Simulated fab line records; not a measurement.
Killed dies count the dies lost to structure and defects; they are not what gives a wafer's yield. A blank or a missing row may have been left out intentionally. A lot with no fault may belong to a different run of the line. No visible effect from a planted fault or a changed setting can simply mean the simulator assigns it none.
Split-lot experiment || flow n5-finfet || on a route of 1938 steps: 7 lots, 21 wafers read

## ABOUT THE SPLIT
At N5_BEOL_M10_EXPOSE_25 (exposes mask V9), the setting dose-mj was moved away from the recipe's 85.5 on 7 of the 21 wafers read, by +2.3% to +7.4%. The other wafers ran this setting at the recipe's value.

## FROM THE SPLIT TO THE READING: what the file shows between them, 2 steps
- N5_BEOL_M10_PEB_26: peb time 60 s
- N5_BEOL_M10_DEVELOP_27: develop time 30 s

## THE READING
Shown in nm: cd-nm at N5_BEOL_M10_CD_MEAS_28, with target cd 70 nm. A value of 69.2 nm with a standard deviation of 0.95 nm is what fault-free wafers of this fab line usually give.

{"wafer": "L080.1", "tool, chamber at the split": "arfi-scanner-01, 0", "dose-mj as run": 85.5, "against the recipe": "recipe", "cd-nm, nm": 68.5, "against lot-mates on the recipe": "-"}
{"wafer": "L080.5", "tool, chamber at the split": "arfi-scanner-01, 0", "dose-mj as run": 85.5, "against the recipe": "recipe", "cd-nm, nm": 68.8, "against lot-mates on the recipe": "-"}
{"wafer": "L080.6", "tool, chamber at the split": "arfi-scanner-01, 0", "dose-mj as run": 91.33, "against the recipe": "+6.8%", "cd-nm, nm": 74.4, "against lot-mates on the recipe": "+5.8"}
{"wafer": "L078.3", "tool, chamber at the split": "arfi-scanner-03, 0", "dose-mj as run": 85.5, "against the recipe": "recipe", "cd-nm, nm": 69.8, "against lot-mates on the recipe": "-"}
{"wafer": "L078.4", "tool, chamber at the split": "arfi-scanner-03, 0", "dose-mj as run": 85.5, "against the recipe": "recipe", "cd-nm, nm": 69.3, "against lot-mates on the recipe": "-"}
{"wafer": "L078.6", "tool, chamber at the split": "arfi-scanner-03, 0", "dose-mj as run": 90.3, "against the recipe": "+5.6%", "cd-nm, nm": 73.6, "against lot-mates on the recipe": "+4.0"}
{"wafer": "L085.1", "tool, chamber at the split": "arfi-scanner-02, 0", "dose-mj as run": 85.5, "against the recipe": "recipe", "cd-nm, nm": 70.8, "against lot-mates on the recipe": "-"}
{"wafer": "L085.4", "tool, chamber at the split": "arfi-scanner-02, 0", "dose-mj as run": 85.5, "against the recipe": "recipe", "cd-nm, nm": 71.3, "against lot-mates on the recipe": "-"}
{"wafer": "L085.5", "tool, chamber at the split": "arfi-scanner-02, 0", "dose-mj as run": 85.5, "against the recipe": "recipe", "cd-nm, nm": 70.1, "against lot-mates on the recipe": "-"}
{"wafer": "L086.3", "tool, chamber at the split": "arfi-scanner-01, 0", "dose-mj as run": 90.01, "against the recipe": "+5.3%", "cd-nm, nm": 74.0, "against lot-mates on the recipe": "no lot-mate on the recipe"}
{"wafer": "L086.5", "tool, chamber at the split": "arfi-scanner-01, 0", "dose-mj as run": 90.01, "against the recipe": "+5.3%", "cd-nm, nm": 74.9, "against lot-mates on the recipe": "no lot-mate on the recipe"}
{"wafer": "L086.6", "tool, chamber at the split": "arfi-scanner-01, 0", "dose-mj as run": 90.01, "against the recipe": "+5.3%", "cd-nm, nm": 74.4, "against lot-mates on the recipe": "no lot-mate on the recipe"}
{"wafer": "L091.2", "tool, chamber at the split": "arfi-scanner-03, 0", "dose-mj as run": 85.5, "against the recipe": "recipe", "cd-nm, nm": 70.1, "against lot-mates on the recipe": "-"}
{"wafer": "L091.3", "tool, chamber at the split": "arfi-scanner-03, 0", "dose-mj as run": 85.5, "against the recipe": "recipe", "cd-nm, nm": 69.5, "against lot-mates on the recipe": "-"}
{"wafer": "L091.5", "tool, chamber at the split": "arfi-scanner-03, 0", "dose-mj as run": 87.45, "against the recipe": "+2.3%", "cd-nm, nm": 71.2, "against lot-mates on the recipe": "+1.4"}
{"wafer": "L094.3", "tool, chamber at the split": "arfi-scanner-01, 0", "dose-mj as run": 85.5, "against the recipe": "recipe", "cd-nm, nm": 69.3, "against lot-mates on the recipe": "-"}
{"wafer": "L094.5", "tool, chamber at the split": "arfi-scanner-01, 0", "dose-mj as run": 85.5, "against the recipe": "recipe", "cd-nm, nm": 70.2, "against lot-mates on the recipe": "-"}
{"wafer": "L094.6", "tool, chamber at the split": "arfi-scanner-01, 0", "dose-mj as run": 85.5, "against the recipe": "recipe", "cd-nm, nm": 70.6, "against lot-mates on the recipe": "-"}
{"wafer": "L095.3", "tool, chamber at the split": "arfi-scanner-03, 0", "dose-mj as run": 85.5, "against the recipe": "recipe", "cd-nm, nm": 69.5, "against lot-mates on the recipe": "-"}
{"wafer": "L095.4", "tool, chamber at the split": "arfi-scanner-03, 0", "dose-mj as run": 85.5, "against the recipe": "recipe", "cd-nm, nm": 69.0, "against lot-mates on the recipe": "-"}
{"wafer": "L095.6", "tool, chamber at the split": "arfi-scanner-03, 0", "dose-mj as run": 91.85, "against the recipe": "+7.4%", "cd-nm, nm": 75.6, "against lot-mates on the recipe": "+6.3"}

THE FIT
A straight line over all 21 wafers: cd-nm changes by +0.781 nm for each +1% of dose-mj; r = +0.95; the points scatter about the line by 0.74 nm.
The same after taking each lot's own level away (the mean of its wafers on the recipe; 18 wafers): +0.816 nm for each +1%; r = +0.98; scatter 0.41 nm.
According to that fit, moving dose-mj by its largest amount changes the reading by 6.1 nm.
From 68.65 to 70.73 nm: that is the span of the lots' own levels, equal to 2.2 times the standard deviation above.
Consequently the slope shifts little with the lot-to-lot level, the two slopes agreeing.
Check: +5.82 nm against its lot-mates is what the line predicts for one of the wafers moved furthest among these (+7.4%) when that wafer is left out of the fit. Against them it came out at +6.35 nm.

## THESE WAFERS: OTHER SPLITS
Other splits were also applied to these wafers ahead of the reading. Each is held against what the fit with the lots' levels taken away leaves over:
{"other split on the same wafers": "N5_BEOL_M8_HM_DEP_02 target-thk-a", "wafers away from the commonest value": 8, "r with cd-nm (lot level and that fit taken away)": -0.05}
{"other split on the same wafers": "N5_BEOL_M8_EXPOSE_25 dose-mj", "wafers away from the commonest value": 9, "r with cd-nm (lot level and that fit taken away)": -0.28}
{"other split on the same wafers": "N5_BEOL_M8_ETCH_72 h2-flow-sccm", "wafers away from the commonest value": 6, "r with cd-nm (lot level and that fit taken away)": -0.07}
{"other split on the same wafers": "N5_BEOL_M9_COAT_60 spin-rpm", "wafers away from the commonest value": 7, "r with cd-nm (lot level and that fit taken away)": "+0.17"}
{"other split on the same wafers": "N5_BEOL_M9_COAT_05 spin-rpm", "wafers away from the commonest value": 5, "r with cd-nm (lot level and that fit taken away)": -0.27}
{"other split on the same wafers": "N5_BEOL_M10_COAT_64 spin-rpm", "wafers away from the commonest value": 11, "r with cd-nm (lot level and that fit taken away)": "+0.41"}

## THE FILE'S OWN FIT
cd-nm changes by +0.812 nm for each +1% of dose-mj, r = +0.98.
